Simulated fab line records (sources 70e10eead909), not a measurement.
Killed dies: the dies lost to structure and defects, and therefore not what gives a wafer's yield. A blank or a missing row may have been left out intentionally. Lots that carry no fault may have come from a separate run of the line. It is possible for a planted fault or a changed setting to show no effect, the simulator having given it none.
The tool behind it: which one? ; flow nand-harc ; 22 lots, 66 wafers sampled, at 6 steps of a route of 1302

## WHAT THE GAUGES READ, wafer by wafer
NHARC_A_M0_OVL_MEAS_10: pitch 160 nm. Usual: overlay-x-nm -0.2 nm, standard deviation 0.74; overlay-y-nm 0.4 nm, standard deviation 0.9.
lot;measured;on;overlay-x-nm (nm);overlay-y-nm (nm);flag
L076;day 23 06:17;overlay-01;-0.4 -0.7 -0.7;0.3 0.7 1.1;
L074;day 23 08:07;overlay-01;0.4 -0.1 -0.4;-0.4 -0.3 -0.7;
L075;day 23 15:23;overlay-02;0.0 -0.5 -0.4;0.7 0.7 1.1;
L077;day 24 08:29;overlay-01;-0.9 -0.7 -1.1;2.6 2.8 2.4;
L082;day 25 04:33;overlay-01;0.1 -0.1 0.4;-0.2 -0.5 -0.8;
L080;day 25 07:38;overlay-02;-0.6 0.0 -0.3;0.6 0.3 0.5;
L081;day 25 08:52;overlay-01;-0.1 -0.7 -1.5;0.7 0.3 0.9;
L083;day 26 17:38;overlay-01;0.8 0.2 0.6;0.5 0.3 0.3;
L084;day 27 05:17;overlay-02;-0.7 -2.1 -2.1;1.7 1.2 1.2;
L086;day 27 15:46;overlay-01;1.4 1.6 1.4;-0.5 -1.2 -1.2;
L085;day 27 18:50;overlay-02;0.7 -0.2 0.2;1.2 1.0 1.2;
L087;day 28 14:34;overlay-02;-0.4 0.8 0.5;1.9 0.9 1.2;
L089;day 28 22:14;overlay-01;-1.0 -0.6 -0.6;1.6 1.7 1.7;
L088;day 29 05:35;overlay-02;-0.2 0.0 0.3;-0.4 -0.6 -1.0;
L090;day 30 11:28;overlay-01;-0.4 0.5 0.1;0.2 0.1 -0.4;
L091;day 30 21:40;overlay-02;0.6 1.1 1.3;0.4 0.6 0.3;
L092;day 30 23:13;overlay-01;-0.2 -0.1 -0.2;0.3 -0.1 0.5;
L093;day 31 04:32;overlay-02;-0.8 -1.0 -0.6;-1.1 -1.0 -0.9;
L094;day 31 07:53;overlay-01;-0.6 -0.9 -0.9;0.0 -0.5 0.3;
L095;day 31 13:44;overlay-02;0.0 0.2 -0.2;0.0 0.1 -0.1;
L096;day 31 14:02;overlay-01;-1.7 -1.6 -1.3;-0.4 -0.5 0.2;
L097;day 32 03:05;overlay-01;0.6 0.2 0.3;-0.3 -0.3 -0.1;

NHARC_A_M1_INSPECT_11. Usual: raw-defect-count at 83, with a standard deviation of 39.
lot;measured;on;raw-defect-count;flag
L076;day 23 10:29;defect-inspect-01;49 50 55;
L074;day 23 12:22;defect-inspect-02;13 20 19;
L075;day 23 19:31;defect-inspect-02;122 116 96;
L077;day 24 12:34;defect-inspect-02;102 114 121;
L082;day 25 08:42;defect-inspect-01;173 157 141;
L080;day 25 11:49;defect-inspect-01;67 65 89;
L081;day 25 12:53;defect-inspect-01;71 78 74;
L083;day 26 21:55;defect-inspect-01;94 67 85;
L084;day 27 09:15;defect-inspect-02;120 125 124;
L086;day 27 19:44;defect-inspect-01;73 94 84;
L085;day 27 22:56;defect-inspect-02;130 122 136;
L087;day 28 18:42;defect-inspect-02;66 76 81;
L089;day 29 02:14;defect-inspect-02;98 100 114;
L088;day 29 09:48;defect-inspect-02;85 62 64;
L090;day 30 15:34;defect-inspect-01;108 111 97;
L091;day 31 01:38;defect-inspect-01;82 75 74;
L092;day 31 03:11;defect-inspect-02;92 107 111;
L093;day 31 08:38;defect-inspect-01;27 17 35;
L094;day 31 11:58;defect-inspect-01;132 109 122;
L095;day 31 17:54;defect-inspect-01;69 79 81;
L096;day 31 18:09;defect-inspect-02;29 21 29;
L097;day 32 07:22;defect-inspect-01;23 21 26;

## EACH LOT AND THE TOOL THAT RAN IT (in order: tool; ch and the chambers of the sampled wafers; start)
lot;NHARC_A_CONTACT_ETCH_106;NHARC_A_CONTACT_ETCH_31;NHARC_A_BLC_STRIP_29;NHARC_A_BLC_CMP_25
L076;rie-diel-03 ch 1,2, day 22 16:31;rie-diel-03 ch 1,2, day 23 03:30 or earlier;rie-diel-09 ch 0,1, day 23 03:30;cmp-01 ch 1,2, day 23 05:03
L074;rie-diel-03 ch 0,1, day 22 17:20;rie-diel-03 ch 0,1,2, day 23 05:11 or earlier;rie-diel-09 ch 0,1,3, day 23 05:11;cmp-04 ch 1,2,3, day 23 06:52
L075;rie-diel-04 ch 0,1,3, day 23 00:43;rie-diel-02 ch 0,1, day 23 12:29 or earlier;rie-diel-08 ch 0,1, day 23 12:29;cmp-02 ch 1,2, day 23 13:59
L077;rie-diel-03 ch 1,2, day 23 16:59;rie-diel-03 ch 1,2,3, day 24 05:37 or earlier;rie-diel-08 ch 1,3, day 24 05:37;cmp-04 ch 0,3, day 24 07:05
L082;rie-diel-03 ch 0,1,2, day 24 11:48;rie-diel-02 ch 1,2,3, day 25 01:19 or earlier;rie-diel-09 ch 1,2,3, day 25 01:19;cmp-02 ch 1,2,3, day 25 03:19
L080;rie-diel-04 ch 0,2,3, day 24 15:16;rie-diel-04 ch 0,2,3, day 25 04:26 or earlier;rie-diel-09 ch 0,1, day 25 04:26;cmp-01 ch 0,1,3, day 25 06:25
L081;rie-diel-04 ch 1,3, day 24 19:21;rie-diel-04 ch 0,1,3, day 25 06:02 or earlier;rie-diel-09 ch 0,3, day 25 06:02;cmp-04 ch 1,2, day 25 07:37
L083;rie-diel-04 ch 1,2, day 26 02:35;rie-diel-04 ch 0,1,3, day 26 14:50 or earlier;rie-diel-09 ch 2,3, day 26 14:50;cmp-04 ch 0,2,3, day 26 16:24
L084;rie-diel-04 ch 1,3, day 26 15:44;rie-diel-04 ch 1,2,3, day 27 02:32 or earlier;rie-diel-09 ch 1,2,3, day 27 02:32;cmp-02 ch 0,2,3, day 27 04:05
L086;rie-diel-04 ch 0,1,2, day 27 02:14;rie-diel-04 ch 0,1,2, day 27 12:58 or earlier;rie-diel-08 ch 0,1,2, day 27 12:58;cmp-01 ch 0,1,2, day 27 14:29
L085;rie-diel-04 ch 0,1,2, day 27 04:46;rie-diel-02 ch 0,1,2, day 27 16:05 or earlier;rie-diel-09 ch 1,2,3, day 27 16:05;cmp-04 ch 0,1,3, day 27 17:36
L087;rie-diel-04 ch 0,2, day 27 23:53;rie-diel-03 ch 0,2,3, day 28 11:45 or earlier;rie-diel-09 ch 0,1, day 28 11:45;cmp-04 ch 1,2, day 28 13:18
L089;rie-diel-04 ch 1,3, day 28 07:50;rie-diel-04 ch 0,1, day 28 19:12 or earlier;rie-diel-09 ch 0,1,2, day 28 19:12;cmp-04 ch 0,3, day 28 20:51
L088;rie-diel-02 ch 1,2,3, day 28 15:16;rie-diel-04 ch 1,2,3, day 29 02:47 or earlier;rie-diel-08 ch 0,3, day 29 02:47;cmp-04 ch 1,3, day 29 04:20
L090;rie-diel-04 ch 1,2,3, day 29 21:43;rie-diel-02 ch 0,2, day 30 08:35 or earlier;rie-diel-09 ch 0,1, day 30 08:35;cmp-01 ch 2,3, day 30 10:04
L091;rie-diel-02 ch 0,2,3, day 30 04:41;rie-diel-03 ch 1,2,3, day 30 18:50 or earlier;rie-diel-09 ch 1,2,3, day 30 18:50;cmp-04 ch 0,1,2, day 30 20:22
L092;rie-diel-04 ch 1,2,3, day 30 05:58;rie-diel-03 ch 0,1,3, day 30 20:26 or earlier;rie-diel-09 ch 0,1, day 30 20:26;cmp-02 ch 2,3, day 30 21:57
L093;rie-diel-02 ch 0,2, day 30 11:01;rie-diel-02 ch 0,1,2, day 31 00:59 or earlier;rie-diel-08 ch 0,2,3, day 31 00:59;cmp-01 ch 0,2,3, day 31 03:08
L094;rie-diel-02 ch 0,2,3, day 30 13:56;rie-diel-02 ch 0,1,2, day 31 04:59 or earlier;rie-diel-09 ch 0,1,2, day 31 04:59;cmp-02 ch 0,1,2, day 31 06:28
L095;rie-diel-03 ch 1,2, day 30 23:24;rie-diel-02 ch 0,3, day 31 10:14 or earlier;rie-diel-09 ch 0,3, day 31 10:14;cmp-04 ch 0,2,3, day 31 12:00
L096;rie-diel-04 ch 0,1,2, day 31 00:10;rie-diel-04 ch 1,2,3, day 31 11:10 or earlier;rie-diel-06 ch 0,2,3, day 31 11:10;cmp-02 ch 0,2,3, day 31 12:39
L097;rie-diel-04 ch 0,1, day 31 12:10;rie-diel-04 ch 1,2,3, day 32 00:19 or earlier;rie-diel-09 ch 0,2,3, day 32 00:19;cmp-02 ch 0,2, day 32 01:51
- NHARC_A_CONTACT_ETCH_106: etches the open film in CF4/O2, target depth 90 nm, overetch 9 nm, time 49.5 s.
- NHARC_A_CONTACT_ETCH_31: etches the open film in O2/COS, target depth 2800 nm, time 728 s.
- NHARC_A_BLC_STRIP_29: strips in CF4.
- NHARC_A_BLC_CMP_25: polishes, t overpolish 30 s, target thk 150 nm.

## AS READ BY THE TOOLS THEMSELVES (means over the sampled wafers that have a number; for cases with no such wafer, the mark the record gives instead)
NHARC_A_CONTACT_ETCH_106. Usual: chamber-pressure-mTorr 29.999 mTorr, standard deviation 0.028; drypump-motor-current-A 5.6 A, standard deviation 0.45; oes_f_703_au 0.999 a.u., standard deviation 0.0046; oes_o_777_au 1.000 a.u., standard deviation 0.0048; oes-product-au 0.996 a.u., standard deviation 0.015; rf-vpp-V 198.0 V, standard deviation 1.4; showerhead-plenum-p-Torr 1.35 Torr, standard deviation 0.063; throttle-valve-pct 13.399 %, standard deviation 0.0092.
lot;tool;chamber-pressure-mTorr (mTorr);drypump-motor-current-A (A);oes_f_703_au (a.u.);oes_o_777_au (a.u.);oes-product-au (a.u.);rf-vpp-V (V);showerhead-plenum-p-Torr (Torr);throttle-valve-pct (%);flag
L076;rie-diel-03;30.018;5.7;1.001;0.998;0.997;198.7;1.40;13.402;
L074;rie-diel-03;30.016;5.6;1.002;0.998;0.984;198.7;1.43;13.397;
L075;rie-diel-04;30.012;5.7;0.993;1.000;0.996;197.8;1.31;13.391;
L077;rie-diel-03;29.963;5.5;0.998;0.999;1.000;197.5;1.37;13.389;
L082;rie-diel-03;30.010;5.5;1.002;1.000;0.996;199.2;1.40;13.401;
L080;rie-diel-04;30.010;5.5;1.004;0.995;0.999;197.3;1.31;13.398;
L081;rie-diel-04;30.020;5.7;0.999;0.998;0.988;198.5;1.35;13.399;
L083;rie-diel-04;30.026;5.8;0.999;1.000;1.008;199.2;1.39;13.400;
L084;rie-diel-04;30.011;5.7;0.997;0.997;0.982;198.1;1.35;13.400;
L086;rie-diel-04;30.002;6.0;1.002;1.002;1.001;197.2;1.35;13.405;
L085;rie-diel-04;29.994;6.0;1.001;1.001;0.993;197.8;1.35;13.407;
L087;rie-diel-04;30.005;5.8;0.997;1.005;1.005;198.8;1.35;13.396;
L089;rie-diel-04;29.991;5.7;1.002;1.000;0.987;198.0;1.35;13.400;
L088;rie-diel-02;30.017;5.6;0.998;1.008;1.001;197.7;1.38;13.407;
L090;rie-diel-04;29.992;5.5;1.004;1.003;1.006;198.1;1.35;13.403;
L091;rie-diel-02;30.013;5.6;0.995;1.001;0.998;198.7;1.37;13.397;
L092;rie-diel-04;29.995;5.5;1.003;0.998;1.000;198.1;1.35;13.395;
L093;rie-diel-02;29.997;5.8;1.000;0.997;0.992;198.7;1.41;13.405;
L094;rie-diel-02;30.031;5.6;0.994;1.000;0.999;197.8;1.37;13.399;
L095;rie-diel-03;30.000;5.5;0.994;1.001;0.980;197.4;1.36;13.390;
L096;rie-diel-04;29.996;6.0;1.001;1.005;0.998;198.1;1.34;13.405;
L097;rie-diel-04;30.010;6.1;0.999;0.998;0.999;197.2;1.30;13.386;

NHARC_A_CONTACT_ETCH_31. Usual: chamber-pressure-mTorr 19.998 mTorr, standard deviation 0.019; drypump-motor-current-A 5.6 A, standard deviation 0.4; oes-product-au 0.997 a.u., standard deviation 0.015; rf-vpp-V 314.8 V, standard deviation 2.1; showerhead-plenum-p-Torr 3.17 Torr, standard deviation 0.15; throttle-valve-pct 28.331 %, standard deviation 0.0083.
lot;tool;chamber-pressure-mTorr (mTorr);drypump-motor-current-A (A);oes-product-au (a.u.);rf-vpp-V (V);showerhead-plenum-p-Torr (Torr);throttle-valve-pct (%);flag
L076;rie-diel-03;19.997;5.5;1.001;315.3;3.21;28.322;
L074;rie-diel-03;20.017;5.5;0.986;316.9;3.28;28.335;
L075;rie-diel-02;20.002;5.7;0.999;313.5;3.05;28.326;
L077;rie-diel-03;20.017;5.6;0.997;315.3;3.18;28.327;
L082;rie-diel-02;20.002;5.6;1.006;316.0;3.22;28.337;
L080;rie-diel-04;19.995;5.5;0.997;313.1;3.06;28.328;
L081;rie-diel-04;20.007;5.7;0.999;313.9;3.06;28.337;
L083;rie-diel-04;20.019;5.7;0.998;312.7;3.06;28.324;
L084;rie-diel-04;19.995;5.6;0.995;315.1;3.16;28.329;
L086;rie-diel-04;19.982;6.0;0.998;314.8;3.15;28.334;
L085;rie-diel-02;20.005;5.8;1.002;316.4;3.29;28.341;
L087;rie-diel-03;19.996;5.4;0.991;315.0;3.18;28.331;
L089;rie-diel-04;19.990;6.1;0.995;313.8;3.05;28.342;
L088;rie-diel-04;19.998;5.5;0.997;314.5;3.15;28.332;
L090;rie-diel-02;19.998;5.9;1.003;315.6;3.24;28.328;
L091;rie-diel-03;20.007;5.6;1.002;315.1;3.15;28.330;
L092;rie-diel-03;20.013;5.6;1.001;315.1;3.22;28.322;
L093;rie-diel-02;19.988;5.8;0.991;316.0;3.28;28.335;
L094;rie-diel-02;19.996;5.8;0.997;315.9;3.28;28.340;
L095;rie-diel-02;19.992;5.4;0.996;315.1;3.17;28.328;
L096;rie-diel-04;19.985;5.5;0.993;314.5;3.15;28.329;
L097;rie-diel-04;19.996;5.6;0.995;314.4;3.15;28.323;

NHARC_A_BLC_STRIP_29. Usual: chamber-pressure-mTorr 50.00 mTorr, standard deviation 0.042; drypump-motor-current-A 5.7 A, standard deviation 0.46; oes-product-au 0.996 a.u., standard deviation 0.014; rf-vpp-V 59.1 V, standard deviation 0.83; showerhead-plenum-p-Torr 1.74 Torr, standard deviation 0.069; throttle-valve-pct 13.284 %, standard deviation 0.01.
lot;tool;chamber-pressure-mTorr (mTorr);drypump-motor-current-A (A);oes-product-au (a.u.);rf-vpp-V (V);showerhead-plenum-p-Torr (Torr);throttle-valve-pct (%);flag
L076;rie-diel-09;49.97;5.6;1.010;59.3;1.67;13.287;
L074;rie-diel-09;50.00;5.8;1.010;59.0;1.74;13.277;
L075;rie-diel-08;49.97;5.1;0.996;59.2;1.73;13.296;
L077;rie-diel-08;50.00;5.5;0.991;59.2;1.73;13.270;
L082;rie-diel-09;50.02;5.7;0.987;58.7;1.74;13.285;
L080;rie-diel-09;50.03;5.6;0.993;58.3;1.67;13.287;
L081;rie-diel-09;49.99;6.1;1.008;59.8;1.81;13.281;
L083;rie-diel-09;50.01;5.8;0.978;59.9;1.77;13.285;
L084;rie-diel-09;50.01;5.6;0.988;58.8;1.74;13.290;
L086;rie-diel-08;50.04;5.5;0.995;59.6;1.77;13.291;
L085;rie-diel-09;50.04;5.7;0.984;58.9;1.74;13.287;
L087;rie-diel-09;50.02;5.6;1.001;58.3;1.67;13.294;
L089;rie-diel-09;49.98;5.8;1.001;58.8;1.70;13.283;
L088;rie-diel-08;50.02;5.2;0.984;58.6;1.75;13.288;
L090;rie-diel-09;50.02;6.0;1.001;59.8;1.70;13.281;
L091;rie-diel-09;50.01;5.6;0.996;59.0;1.74;13.287;
L092;rie-diel-09;49.96;5.6;1.005;58.9;1.67;13.279;
L093;rie-diel-08;50.01;5.6;1.001;59.2;1.79;13.284;
L094;rie-diel-09;49.96;5.8;0.995;58.9;1.70;13.288;
L095;rie-diel-09;49.96;6.1;1.008;59.0;1.81;13.275;
L096;rie-diel-06;49.97;5.4;1.001;59.1;1.77;13.267;
L097;rie-diel-09;49.98;6.0;0.992;59.7;1.76;13.279;

NHARC_A_BLC_CMP_25. Usual: motor-current-A 12.4 A, standard deviation 1.3; overpolish-run-s 30.001 s, standard deviation 0.0089; time-to-endpoint-s 31 s, standard deviation 3.6.
lot;tool;motor-current-A (A);overpolish-run-s (s);time-to-endpoint-s (s);flag
L076;cmp-01;11.5;29.997;24;
L074;cmp-04;13.1;30.000;33;
L075;cmp-02;12.8;30.003;36;
L077;cmp-04;11.6;29.997;31;
L082;cmp-02;12.1;30.005;34;
L080;cmp-01;12.6;30.013;32;
L081;cmp-04;12.9;30.003;37;
L083;cmp-04;12.2;29.999;31;
L084;cmp-02;11.3;29.995;31;
L086;cmp-01;11.7;30.002;28;
L085;cmp-04;12.7;29.989;29;
L087;cmp-04;12.8;30.004;31;
L089;cmp-04;11.7;30.000;31;
L088;cmp-04;14.0;30.002;32;
L090;cmp-01;13.4;30.004;30;
L091;cmp-04;12.1;29.995;29;
L092;cmp-02;11.8;30.001;32;
L093;cmp-01;12.7;30.007;27;
L094;cmp-02;11.5;30.010;30;
L095;cmp-04;12.3;30.004;29;
L096;cmp-02;11.4;30.014;29;
L097;cmp-02;11.0;29.997;31;

## THE ANSWER, worked out from the rows above alone
Rule: a lot is off if the mean of its wafers that have a number lies more than 3 standard deviations from the usual mean. Also off: a lot with no number at a reading for which 4 or more lots have one. Where the step has rows for the other lots, those lots are counted as sound. The gauges are gone through in route order, then the tools' own readings, and for those a lot's mean is taken as printed above. At the first step where some lot is off, the reading lying furthest off is the one used; lots without a number count as furthest.
None of the lots is off at any reading shown; this tells nothing.

## WHAT THE SIMULATOR HAD INSERTED
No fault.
